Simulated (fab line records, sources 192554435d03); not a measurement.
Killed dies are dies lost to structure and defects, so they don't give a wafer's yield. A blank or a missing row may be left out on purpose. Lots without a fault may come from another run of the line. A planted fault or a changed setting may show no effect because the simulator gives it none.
fab line records | flow n5_finfet
record lots=7 wafers=39
route steps=1938 shown DUMMY_GATE@228 MOL_CONTACT_COAG@562
start_h: hours from the record's first day to the start of the lot's first wafer shown | wait_h: hours since the lot's step before | " the same as in the row above | L1.1+2: a row that stands for several wafers | - no value, or no start given | * or withheld: withheld | < > ~ a bound
route shown NAME@n: a module of which the file shows steps, and the number in the route of the first | usual: mean/standard deviation of fault-free wafers | same: alike in all rows | chamber/n: place in a boat | sites: the reading at each site | _std_site: their standard deviation | _edge_site: outer sites' mean less inner sites' | radius_mm: how far each site lies from the wafer's centre | mask NAME#n: copy n | behind: the tool/chamber that last shaped the wafer | hold: why the lot was held/for how many hours/how that ended | device: the transistor (n, p or np) that didn't switch | end of line: the same wafers' tests at the end of the route | a step without rows: its recipe alone | killed: dies lost to structure and defects at the first sort, not the wafer's yield | map: a wafer's dies, x killed, . not, _ none there
set.NAME: the setting as run; set.NAME@STEP: as run at that earlier step | model.NAME: the simulator's own value behind a step, which no gauge read
lots whose settings were changed on purpose; a table a step, a row a wafer
## steps
# step N5_DUMMY_GATE_EXPOSE_12
# recipe mask_id=GATE na=0.33 source_shape=annular sigma_inner=0.2 sigma_outer=0.6 polarization=unpolarized target_cd_nm=25 dose_mj=34
# columns lot.wafer tool chamber start_h wait_h mask set.dose_mj
L077.1+4+5 euv_scanner-01 0 64.17 - GATE#0 33
L077.2+3+6 " 0 " " GATE#0 34
L081.3+4+6 euv_scanner-02 0 87.30 - GATE#0 34
L083.1+4+6 euv_scanner-02 0 99.52 - GATE#0 36.69
L083.2+3+5 " 0 " " GATE#0 34
L088.1+2+6 euv_scanner-02 0 132.49 - GATE#0 35.32
L088.3+4+5 " 0 " " GATE#0 34
L091.1+2+3+4+5+6 euv_scanner-02 0 147.63 - GATE#0 34
L094.1+2+4 euv_scanner-01 0 164.66 - GATE#0 34
L094.3+5+6 " 0 " " GATE#0 33.31
L095.1+2+3+4+5+6 euv_scanner-02 0 171.68 - GATE#0 34
# step N5_DUMMY_GATE_PEB_13
# recipe peb_temp_c=100 peb_time_s=60 resist=CAR-EUV
# step N5_DUMMY_GATE_DEVELOP_14
# recipe develop_time_s=30 developer=TMAH resist=CAR-EUV rinse_liquid=surfactant_rinse dry=air_spin dev_temp_c=23
# step N5_DUMMY_GATE_STRIP_38
# recipe chemistry=N2/H2 temp_c=40 n2_flow_sccm=200 h2_flow_sccm=200 rf_frequency_hz=6e+07
# step N5_DUMMY_GATE_STRIP_39
# recipe chemistry=N2/H2 temp_c=40 n2_flow_sccm=200 h2_flow_sccm=200 rf_frequency_hz=6e+07
# step N5_DUMMY_GATE_TRIM_49
# recipe chemistry=O2 resist=SOC time_s=29 target_cd_nm=14 source_power_w=300 bias_power_w=0 O2_flow_sccm=100 temp_c=20
# columns lot.wafer tool chamber start_h wait_h set.dose_mj@DUMMY_GATE_EXPOSE_12 model.DUMMY_GATE.cd_nm
L077.1+5 rie_si-01 0,2 64.65 0.0 33 14.6
L077.2+6 " 1 " " 34 14
L077.3 " 2 " " 34 14.2
L077.4 " 3 " " 33 14.4
L081.3+4 rie_si-06 1,2 87.99 0.0 34 14
L081.6 " 2 " " 34 13.8
L083.1+4 rie_si-06 2,0 100.09 0.0 36.69 12.4
L083.2+3 " 1,3 " " 34 14
L083.5 " 0 " " 34 13.4
L083.6 " 1 " " 36.69 12.8
L088.1+6 rie_si-01 1,2 132.98 0.0 35.32 13.2
L088.2 " 2 " " 35.32 13
L088.3+4 " 0,3 " " 34 14
L088.5 " 3 " " 34 13.8
L091.1 rie_si-06 1 148.36 0.0 34 14
L091.2+3+5+6 " 2,0,0,1 " " 34 13.8
L091.4 " 3 " " 34 13.4
L094.1+4 rie_si-01 3,2 165.14 0.0 34 13.8
L094.2 " 1 " " 34 14.4
L094.3 " 0 " " 33.31 14.8
L094.5 " 3 " " 33.31 14.6
L094.6 " 0 " " 33.31 15
L095.1+3 rie_si-06 1,2 172.16 0.0 34 13.6
L095.2+6 " 3,1 " " 34 13.8
L095.4+5 " 0 " " 34 13.4
# step N5_DUMMY_GATE_ETCH_32
# recipe chemistry=CF4 target=SiO2 target_depth_a=35 time_s=3.9 ion_energy_ev=350 pressure_mtorr=10 icp_w=800 bias_w=400 cf4_flow_sccm=80
# columns lot.wafer tool chamber start_h wait_h set.time_s model.etch.depth_nm
L077.1 rie_si-06 3 65.10 0.1 3.9 3.496
L077.2 " 0 " " 3.9 3.523
L077.3 " 1 " " 3.9 3.618
L077.4 " 2 " " 3.53 3.127
L077.5 " 3 " " 3.53 3.186
L077.6 " 0 " " 3.53 3.149
L081.3 rie_si-02 1 88.64 0.1 3.9 3.598
L081.4 " 3 " " 3.9 3.617
L081.6 " 2 " " 3.9 3.493
L083.1 rie_si-01 0 100.57 0.1 4.757 4.265
L083.2 " 2 " " 3.9 3.477
L083.3 " 3 " " 4.757 4.293
L083.4 " 1 " " 3.9 3.43
L083.5 " 2 " " 4.757 4.222
L083.6 " 3 " " 3.9 3.538
L088.1 rie_si-06 1 133.42 0.1 3.616 3.39
L088.2 " 0 " " 3.9 3.556
L088.3 " 2 " " 3.9 3.446
L088.4 " 3 " " 3.616 3.328
L088.5 " 3 " " 3.616 3.297
L088.6 " 0 " " 3.9 3.581
L091.1 rie_si-02 3 148.89 0.1 4.382 4.072
L091.2 " 2 " " 4.382 3.843
L091.3 " 0 " " 3.9 3.541
L091.4 " 1 " " 3.9 3.569
L091.5 " 2 " " 4.382 3.82
L091.6 " 1 " " 3.9 3.577
L094.1 rie_si-06 2 165.58 0.1 4.189 3.722
L094.2 " 3 " " 4.189 3.778
L094.3 " 0 " " 4.189 3.82
L094.4 " 1 " " 3.9 3.625
L094.5 " 3 " " 3.9 3.549
L094.6 " 2 " " 3.9 3.47
L095.1 rie_si-02 1 172.61 0.1 3.9 3.587
L095.2 " 0 " " 3.9 3.572
L095.3 " 3 " " 3.9 3.648
L095.4 " 2 " " 3.264 2.877
L095.5 " 0 " " 3.264 2.995
L095.6 " 1 " " 3.264 3.029
# step N5_MOL_CONTACT_COAG_ALD_123
# recipe material=SiNx target_thk_a=50 temp_c=400 ald_precursor_family=SiH2I2 ald_co_reactant=N2/H2-plasma pulse_time_s=1 purge_time_s=2 co_reactant_purge_time_s=2 ald_cycles=100 pressure_torr=2
# columns lot.wafer tool chamber start_h wait_h set.ald_cycles model.SiNx_of_MOL_CONTACT_COAG_ALD_123.thk_nm
L077.1+2+6 ald_sin-01 3,1,1 115.22 0.0 85 4.2
L077.3+4+5 " 0,2,0 " " 100 5
L081.3+4+6 ald_sin-02 0,2,3 142.10 0.3 100 5
L083.1+3+4 ald_sin-02 0,1,3 147.87 0.0 107 5.4
L083.2+5+6 " 2,2,1 " " 100 5
L088.1+2+6 ald_sin-01 1,0,3 184.63 0.0 108 5.4
L088.3+4+5 " 2,3,2 " " 100 5
L091.1+2+6 ald_sin-01 1,2,2 201.14 0.0 100 5
L091.3+4+5 " 0,3,3 " " 106 5.2
L094.1+2+6 ald_sin-01 2,3,2 219.94 0.0 100 5
L094.3+4+5 " 1,3,1 " " 105 5.2
L095.1+2+3+4+5+6 ald_sin-01 2,1,3,3,2,1 225.03 0.0 100 5
# step N5_MOL_CONTACT_COAG_ETCH_124
# recipe chemistry=CH3F/O2 target=SiNx target_depth_a=65 mask_material=SOC stop_on=SiOC over_etch_frac=0.3 ion_energy_ev=120 pressure_mtorr=30 source_w=395 bias_w=73 Ar_flow_sccm=150 CH3F_flow_sccm=30 O2_flow_sccm=20 ends=end_point
# usual rf_vpp_V=299/7
# columns lot.wafer tool chamber start_h wait_h set.bias_w set.ald_cycles@MOL_CONTACT_COAG_ALD_123 rf_vpp_V model.etch.depth_nm
L077.1 rie_diel-03 3 118.44 0.0 60.42 85 247 4.231
L077.2 " 0 " " 60.42 85 259 4.226
L077.3 " 1 " " 60.42 100 259 4.979
L077.4 " 2 " " 73 100 298 4.982
L077.5 " 1 " " 73 100 303 4.962
L077.6 " 2 " " 73 85 296 4.226
L081.3 rie_diel-03 0 145.13 0.0 73 100 302 4.993
L081.4 " 3 " " 73 100 286 4.998
L081.6 " 1 " " 73 100 301 5.032
L083.1 rie_diel-03 1 150.84 0.0 60.24 107 259 5.316
L083.2 " 2 " " 73 100 298 4.978
L083.3 " 0 " " 73 107 304 5.322
L083.4 " 3 " " 60.24 107 247 5.328
L083.5 " 3 " " 73 100 286 4.947
L083.6 " 2 " " 60.24 100 256 4.999
L088.1 rie_diel-05 0 190.52 0.0 73 108 302 5.378
L088.2 " 1 " " 73 108 308 5.364
L088.3 " 2 " " 79.84 100 332 4.959
L088.4 " 0 " " 79.84 100 325 4.959
L088.5 " 2 " " 73 100 307 4.984
L088.6 " 1 " " 79.84 108 332 5.384
L091.1 rie_diel-03 3 204.09 0.0 80.84 100 311 4.97
L091.2 " 1 " " 73 100 302 4.973
L091.3 " 2 " " 73 106 297 5.272
L091.4 " 0 " " 73 106 302 5.284
L091.5 " 3 " " 80.84 106 312 5.295
L091.6 " 2 " " 80.84 100 324 4.972
L094.1 rie_diel-01 0 223.70 0.0 59.37 100 248 5.006
L094.2 " 3 " " 59.37 100 247 5.007
L094.3 " 1 " " 59.37 105 256 5.235
L094.4 " 2 " " 73 105 292 5.233
L094.5 " 1 " " 73 105 301 5.236
L094.6 " 2 " " 73 100 293 4.974
L095.1 rie_diel-01 2 228.54 0.0 73 100 294 4.99
L095.2 " 1 " " 61.64 100 262 4.969
L095.3 " 0 " " 73 100 293 4.976
L095.4 " 3 " " 61.64 100 253 5.001
L095.5 " 1 " " 61.64 100 264 4.987
L095.6 " 2 " " 73 100 293 4.988
## key
split step=N5_DUMMY_GATE_EXPOSE_12 setting=dose_mj stated=34 by=wafer
response step=N5_DUMMY_GATE_TRIM_49 reading=model.DUMMY_GATE.cd_nm change=-0.178 per=1% r=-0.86
split step=N5_DUMMY_GATE_ETCH_32 setting=time_s stated=3.9 by=wafer
response step=N5_DUMMY_GATE_ETCH_32 reading=model.etch.depth_nm change=+0.0351 per=1% r=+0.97
split step=N5_MOL_CONTACT_COAG_ALD_123 setting=ald_cycles stated=100 by=wafer
response step=N5_MOL_CONTACT_COAG_ALD_123 reading=model.SiNx_of_MOL_CONTACT_COAG_ALD_123.thk_nm change=+0.0506 per=1% r=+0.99
response step=N5_MOL_CONTACT_COAG_ETCH_124 reading=model.etch.depth_nm change=+0.05 per=1% r=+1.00
split step=N5_MOL_CONTACT_COAG_ETCH_124 setting=bias_w stated=73 by=wafer
response step=N5_MOL_CONTACT_COAG_ETCH_124 reading=rf_vpp_V change=+2.32 per=1% r=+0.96
